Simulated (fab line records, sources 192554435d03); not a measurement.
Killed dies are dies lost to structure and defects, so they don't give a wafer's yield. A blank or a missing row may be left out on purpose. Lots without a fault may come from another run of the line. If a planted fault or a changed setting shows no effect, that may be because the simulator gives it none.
8D (eight disciplines) problem report, filled in by code | flow n5-finfet | the parts of the form that need people (team, actions taken, sign-off) are left out

## 1. THE ISSUE
Across 3 wafers from 3 lots, M14_ILD_THK at N5_BEOL_M14_THK_MEAS_01 averages 1204 nm, while fault-free wafers read 1116 nm with a standard deviation of 16. Measured from the usual mean, that is +5.5 standard deviations.
First observed at day 13 06:46: wafer L888.6, on film-metro-01. The record holds 32 wafers of 11 lots with a number at this step. Rule for "out", or "out of limits": more than 4 standard deviations from the usual mean. All remaining wafers that have a number are taken as sound.

## 2. WHAT IT IS; WHAT IT IS NOT
question                    | is                     | is not
which readings at this step | M14_ILD_THK            | -
which lots                  | L888, L889, L891       | L883, L886, L887, L898, L899, L901, L903, L905
which wafers of those lots  | L888.6, L889.6, L891.6 | L888.2, L888.3, L889.3, L891.2, L891.3
read on which gauges        | film-metro-01          | film-metro-02
when                        | from day 13 06:46      | up to then (11 sound wafers); but 18 sound wafers of L889, L891, L898, L899, L901, L903, L905 came after

## 3. SUSPECTS, AND WHAT RULES EACH OUT
Counting: any tool at a process step up to the reading remains a suspect provided it ran every lot that is out. Sound lots after the first of them don't rule it out here, since some wafers of a struck lot are sound.
- the gauge at N5_BEOL_M14_THK_MEAS_01: kept. All the wafers that are out were read on film-metro-01, and no step on other tools shows them out.
- pecvd-03 at N5_BEOL_M14_ILD_DEP_00 (deposits SiO2 from TEOS/O2, target thk 1119.3 nm, time 237.4 s): kept. It ran every lot that is out, first L888 (day 13 06:30); its last sound lot up to then is L887 (day 12 22:43).
Remaining after the count are pecvd-03 at N5_BEOL_M14_ILD_DEP_00 and film-metro-01 at N5_BEOL_M14_THK_MEAS_01.

## 4. THE CAUSE (what the simulator had put in)
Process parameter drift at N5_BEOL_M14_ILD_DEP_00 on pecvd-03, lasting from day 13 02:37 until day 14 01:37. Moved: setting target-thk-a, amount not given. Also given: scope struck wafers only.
This tool is one of the 2 suspects left after counting.

## 5. SEQUENCE OF EFFECTS, ordered by route
Each row: a reading where the mean over the struck wafers with a number is more than 3 standard deviations away from the usual. Readings are gone through only where the record gives a usual standard deviation; hours: the median, over the lots, of the time from a lot's start at the first step in this table giving one to that lot's start at this step; sigmas: the change measured in usual standard deviations.
hours | step                    | reading     | usual   | on struck wafers | change | sigmas
0     | N5_BEOL_M14_THK_MEAS_01 | M14_ILD_THK | 1116 nm | 1204             | +88    | +5.5

## 6. HOW IT WOULD HAVE BEEN CAUGHT EARLIER
The first out-of-limits reading at a measuring or inspecting step in this record came at day 13 06:46, 4 hours after the fault's start at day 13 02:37.
No tool reading at N5_BEOL_M14_ILD_DEP_00 that has a usual standard deviation in the record was out on any struck wafer, so an alarm limit of 4 standard deviations on those readings would not have fired.
L891, L889, from the lots that are out (3), started N5_BEOL_M14_ILD_DEP_00 on pecvd-03 later than day 13 06:46. A hold on the tool at that time would have spared those 2.
